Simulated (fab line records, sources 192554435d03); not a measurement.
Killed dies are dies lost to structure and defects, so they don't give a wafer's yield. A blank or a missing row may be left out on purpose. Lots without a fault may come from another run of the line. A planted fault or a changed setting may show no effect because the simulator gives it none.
Which tool did it? | flow n5_finfet | 11 lots, 29 wafers sampled, at 3 steps of a route of 1938

WHAT THE GAUGES READ, wafer by wafer
N5_BEOL_M9_OCD_MEAS_38.
lot  | measured     | on     | trench_depth_nm (nm)
L228 | day 10 02:47 | ocd-02 | 150.8 149.7 148.5
L232 | day 10 12:22 | ocd-02 | 150.4 148.6 151.0
L230 | day 10 22:03 | ocd-01 | 152.2 149.8 153.0
L236 | day 11 15:19 | ocd-01 | 155.4 151.9
L237 | day 11 19:56 | ocd-02 | 150.4 148.6 150.0
L239 | day 12 15:55 | ocd-01 | 148.2 150.1 149.0
L240 | day 13 05:32 | ocd-02 | 153.6 153.5 153.9
L243 | day 13 09:06 | ocd-01 | 153.5 150.2 154.7
L249 | day 14 22:13 | ocd-02 | 123.6
L250 | day 15 01:10 | ocd-01 | 147.9 150.7
L251 | day 15 08:37 | ocd-02 | 150.5 153.0 151.1

WHICH TOOL RAN EACH LOT (tool, then ch and the chambers of the sampled wafers, then the start)
lot  | N5_BEOL_M9_VIA_ETCH_34             | N5_BEOL_M9_TRENCH_ETCH_37
L228 | rie_diel-06 ch 1,2,3, day 10 02:31 | rie_diel-06 ch 1,2,3, day 10 02:37
L232 | rie_diel-04 ch 0,1,2, day 10 12:06 | rie_diel-04 ch 0,1,2, day 10 12:12
L230 | rie_diel-04 ch 0,1,2, day 10 21:47 | rie_diel-04 ch 0,1,2, day 10 21:53
L236 | rie_diel-02 ch 0,1, day 11 15:02   | rie_diel-02 ch 0,1, day 11 15:08
L237 | rie_diel-06 ch 1,2, day 11 19:39   | rie_diel-06 ch 1,2, day 11 19:45
L239 | rie_diel-06 ch 1,2,3, day 12 15:39 | rie_diel-06 ch 1,2,3, day 12 15:45
L240 | rie_diel-02 ch 0,1,3, day 13 05:16 | rie_diel-02 ch 0,1,3, day 13 05:22
L243 | rie_diel-04 ch 1,3, day 13 08:49   | rie_diel-04 ch 1,3, day 13 08:55
L249 | rie_diel-04 ch 0, day 14 21:56     | rie_diel-04 ch 0, day 14 22:03
L250 | rie_diel-02 ch 2,3, day 15 00:53   | rie_diel-02 ch 2,3, day 15 00:59
L251 | rie_diel-02 ch 1,3, day 15 08:20   | rie_diel-02 ch 1,3, day 15 08:26
- N5_BEOL_M9_VIA_ETCH_34: etches SiCOH lowk in C4F6/O2, target depth 182.4 nm, time 68.4 s.
- N5_BEOL_M9_TRENCH_ETCH_37: etches SiCOH lowk in C4F6/O2, target depth 151.43 nm, time 49 s.

THE ANSWER, worked out from the rows above alone
Rule: what is usual is taken from the lots themselves. Put in order of their means at a reading, lots are off if they are a third of the lots or fewer, leave a main group of 4 or more, and stand apart from it by a gap of 3 or more times the standard deviation of the main group's means; of several such gaps the widest counts. A main group whose means are all the same, to the digits that the tables above print for the reading, isn't used. A lot without any number at a reading at which 4 lots or more have one is off too. The other lots that the step has rows for count as sound.
Off: L249, at N5_BEOL_M9_OCD_MEAS_38 (trench_depth_nm). The main group: mean 151.1 nm, standard deviation 1.7.
A tool fits if, at a process step before that reading, it ran every lot that is off, and no sound lot after the first of them. The gauges at N5_BEOL_M9_OCD_MEAS_38 are tried like those tools. One fits: rie_diel-04 at N5_BEOL_M9_VIA_ETCH_34 and N5_BEOL_M9_TRENCH_ETCH_37. At N5_BEOL_M9_VIA_ETCH_34 its last sound lot is L243 (day 13 08:49), its first lot that is off L249 (day 14 21:56): a fault that began between those two fits.

WHAT THE SIMULATOR HAD PUT IN
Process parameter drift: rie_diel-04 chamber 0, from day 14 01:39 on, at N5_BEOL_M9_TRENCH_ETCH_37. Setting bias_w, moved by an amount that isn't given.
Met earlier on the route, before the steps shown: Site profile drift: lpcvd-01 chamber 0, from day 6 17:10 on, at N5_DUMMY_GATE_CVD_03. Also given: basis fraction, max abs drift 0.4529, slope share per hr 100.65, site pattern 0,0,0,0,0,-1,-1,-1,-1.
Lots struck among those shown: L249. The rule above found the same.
